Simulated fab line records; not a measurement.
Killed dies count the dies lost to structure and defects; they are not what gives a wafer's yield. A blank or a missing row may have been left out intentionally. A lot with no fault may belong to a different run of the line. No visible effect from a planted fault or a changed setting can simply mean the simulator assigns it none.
Split-lot experiment | flow n5-finfet | 21 wafers read across 7 lots, on a route 1938 steps long

THE SPLIT ITSELF
At N5_BEOL_M11_COAT_05 (resist thk 90 nm), the setting spin-rpm was moved away from the recipe's 1500 rpm on 3 of the 21 wafers read, by -6.7% to +8.1%. This setting was run at the recipe's value on the other wafers.

FROM THE SPLIT TO THE READING: what the file shows between them, 5 steps
- N5_BEOL_M11_EBR_07
- N5_BEOL_M11_SOFTBAKE_06: time 60 s
- N5_BEOL_M11_EXPOSE_08: exposes mask M11
- N5_BEOL_M11_PEB_09: peb time 60 s
- N5_BEOL_M11_DEVELOP_10: develop time 30 s

THE READING
CAR-ArF_of_BEOL_M11_COAT_05.thk-nm (the simulator's own value, which no gauge read), in nm, at N5_BEOL_M11_DESCUM_16 (chemistry O2, time 7.9 s). The file gives no usual value for it. Average 83.4 nm, standard deviation 0.23 nm, over the 18 wafers here run with the recipe.

wafer  | tool, chamber at the split | spin-rpm as run, rpm | against the recipe | CAR-ArF_of_BEOL_M11_COAT_05.thk-nm, nm | against lot-mates on the recipe
L079.2 | litho-track-04, 0          | 1500                 | recipe             | 83                                     | -
L079.4 | litho-track-04, 0          | 1500                 | recipe             | 83.2                                   | -
L079.5 | litho-track-04, 0          | 1500                 | recipe             | 83.4                                   | -
L083.1 | litho-track-05, 0          | 1500                 | recipe             | 83.4                                   | -
L083.3 | litho-track-05, 0          | 1500                 | recipe             | 83.4                                   | -
L083.5 | litho-track-05, 0          | 1399                 | -6.7%              | 87                                     | +3.6
L084.4 | litho-track-01, 0          | 1500                 | recipe             | 83                                     | -
L084.5 | litho-track-01, 0          | 1500                 | recipe             | 83.2                                   | -
L084.6 | litho-track-01, 0          | 1500                 | recipe             | 83.2                                   | -
L088.4 | litho-track-04, 0          | 1500                 | recipe             | 83.6                                   | -
L088.5 | litho-track-04, 0          | 1500                 | recipe             | 83.8                                   | -
L088.6 | litho-track-04, 0          | 1500                 | recipe             | 83.2                                   | -
L093.2 | litho-track-01, 0          | 1500                 | recipe             | 83.4                                   | -
L093.5 | litho-track-01, 0          | 1500                 | recipe             | 83.4                                   | -
L093.6 | litho-track-01, 0          | 1500                 | recipe             | 83.2                                   | -
L095.2 | litho-track-01, 0          | 1622                 | +8.1%              | 80                                     | -3.7
L095.4 | litho-track-01, 0          | 1500                 | recipe             | 83.8                                   | -
L095.6 | litho-track-01, 0          | 1500                 | recipe             | 83.6                                   | -
L097.1 | litho-track-04, 0          | 1564                 | +4.3%              | 81.2                                   | -2.1
L097.4 | litho-track-04, 0          | 1500                 | recipe             | 83.4                                   | -
L097.6 | litho-track-04, 0          | 1500                 | recipe             | 83.2                                   | -

FIT RESULTS
A straight line over all 21 wafers: CAR-ArF_of_BEOL_M11_COAT_05.thk-nm changes by -0.472 nm for each +1% of spin-rpm; r = -0.98; the points scatter about the line by 0.27 nm.
The same after taking each lot's own level away (the mean of its wafers on the recipe; 21 wafers): -0.489 nm for each +1%; r = -0.99; scatter 0.16 nm.
According to that fit, moving spin-rpm by its largest amount changes the reading by 4 nm.
Measured against the standard deviation above, the lots' own levels, which go from 83.13 to 83.70 nm, span 2.5 times it.
Hence the lot-to-lot level has little effect on the slope; both slopes agree.
Check: -4.24 nm against its lot-mates is what the line predicts for one of the wafers moved furthest among these (+8.1%) when that wafer is left out of the fit. It came out at -3.7 nm against them.

THESE WAFERS: OTHER SPLITS
Note: prior to the reading, these wafers also went through further splits. Each is held against what the fit with the lots' levels taken away leaves over:
other split on the same wafers | wafers away from the commonest value | r with CAR-ArF_of_BEOL_M11_COAT_05.thk-nm (lot level and that fit taken away)
N5_BEOL_M10_COAT_22 spin-rpm   | 8                                    | +0.51

THE WHOLE CHAIN: every reading that the file lists as answering this split, in the file's order
step                   | what it does             | reading                                                                             | change (the file's fit)               | r (the file's)
N5_BEOL_M11_COAT_05    | resist thk 90 nm         | CAR-ArF_of_BEOL_M11_COAT_05.thk-nm (the simulator's own value, which no gauge read) | -0.468 nm for each +1% of the setting | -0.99
N5_BEOL_M11_DEVELOP_10 | develop time 30 s        | CAR-ArF_of_BEOL_M11_COAT_05.thk-nm (the simulator's own value, which no gauge read) | -0.483 nm for each +1% of the setting | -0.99
N5_BEOL_M11_DESCUM_16  | chemistry O2, time 7.9 s | CAR-ArF_of_BEOL_M11_COAT_05.thk-nm (the simulator's own value, which no gauge read) | -0.488 nm for each +1% of the setting | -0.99

THE FILE'S OWN FIT
CAR-ArF_of_BEOL_M11_COAT_05.thk-nm changes by -0.488 nm for each +1% of spin-rpm, r = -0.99.
